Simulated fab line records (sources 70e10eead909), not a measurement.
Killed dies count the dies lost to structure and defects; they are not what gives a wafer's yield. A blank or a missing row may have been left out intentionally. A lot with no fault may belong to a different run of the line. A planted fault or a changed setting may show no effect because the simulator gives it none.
Chamber matching	flow nand harc	NHARC_P_M0_ETCH_34 on rie diel-03: 4 sister chambers
The step etches the open film in N2/H2, target depth 40 nm, overetch 12 nm, time 43.94 s. 4 wafers are shown with their chamber, then 9 later ones without.

## EACH WAFER AND ITS CHAMBER
wafer	chamber	rf vpp V (V)
L081.5	2	430.9
L088.5	1	430.2
L089.1	0	428.2
L089.6	3	435.1

## WAFERS MISSING THEIR CHAMBER
wafer	rf vpp V (V)
L094.2	426.7
L094.3	428.8
L094.5	435.6
L095.3	428.8
L095.4	435.6
L095.6	429.9
L097.1	426.6
L097.4	434.3
L097.5	427.9

## EACH ONE'S CHAMBER
wafer	from the rows above	in truth
L094.2	0	0
L094.3	can't be placed: 0 or 1 or 2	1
L094.5	3	3
L095.3	can't be placed: 0 or 1 or 2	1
L095.4	3	3
L095.6	can't be placed: 1 or 2 or 0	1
L097.1	0	0
L097.4	3	3
L097.5	0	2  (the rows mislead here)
Correctly placed: 5 of 9. From these rows, 3 cannot be placed; in 3 the true chamber is one of the candidates. Number placed wrongly: 1.
How it was worked out, from the rows above alone: a wafer's distance from a chamber is the root of the sum, over the readings, of the square of ((its reading less the chamber's mean) divided by the reading's scatter). If the next closest chamber is less than 2 further off than the closest, the wafer can't be placed; otherwise it belongs to the closest. Each chamber's mean is taken over the wafers shown for it. The scatter (one wafer shown for each chamber): square how far every hidden wafer sits from the nearest shown wafer, average those squares and take the square root.
